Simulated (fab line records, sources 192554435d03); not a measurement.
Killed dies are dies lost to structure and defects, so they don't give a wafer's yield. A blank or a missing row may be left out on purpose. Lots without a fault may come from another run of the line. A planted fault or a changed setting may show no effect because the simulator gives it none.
Chamber matching | flow n5_finfet | N5_BEOL_M10_ETCH_61 on rie_diel-04: 4 sister chambers
The step etches SiARC in CF4, target depth 39 nm, time 65 s. 8 wafers are shown with their chamber, then 8 later ones without.

WAFERS WITH THEIR CHAMBER
wafer  | chamber | showerhead_plenum_p_Torr (Torr) | throttle_valve_pct (%)
L085.4 | 0       | 2.18                            | 15.39
L089.2 | 3       | 2.18                            | 15.57
L089.3 | 2       | 2.12                            | 16.01
L089.5 | 0       | 2.18                            | 15.39
L088.1 | 1       | 2.09                            | 15.40
L088.2 | 3       | 2.18                            | 15.58
L088.4 | 2       | 2.12                            | 16.02
L094.1 | 1       | 2.08                            | 15.44

WAFERS WITHOUT THEIR CHAMBER
wafer  | showerhead_plenum_p_Torr (Torr) | throttle_valve_pct (%)
L094.2 | 2.11                            | 16.05
L094.3 | 2.17                            | 15.44
L095.4 | 2.17                            | 15.60
L095.5 | 2.17                            | 15.61
L095.6 | 2.17                            | 15.45
L096.2 | 2.17                            | 15.64
L096.3 | 2.08                            | 15.46
L096.6 | 2.17                            | 15.61

WHICH CHAMBER EACH WENT THROUGH
wafer  | from the rows above | in truth
L094.2 | 2                   | 2
L094.3 | 0                   | 0
L095.4 | 3                   | 3
L095.5 | 3                   | 3
L095.6 | 0                   | 0
L096.2 | 3                   | 3
L096.3 | 1                   | 1
L096.6 | 3                   | 3
Placed correctly: 8 of 8. Can't be placed from these rows: 0. Placed wrongly: 0.
How it was worked out, from the rows above alone: a wafer's distance from a chamber is the root of the sum, over the readings, of the square of ((its reading less the chamber's mean) divided by the reading's scatter). The wafer belongs to the nearest chamber; if the next one is less than 2 further off, it can't be placed. A chamber's mean is the mean of its shown wafers. The scatter: the root of (the sum of the squares of (reading less its chamber's mean) over the shown wafers, divided by (wafers less chambers)).
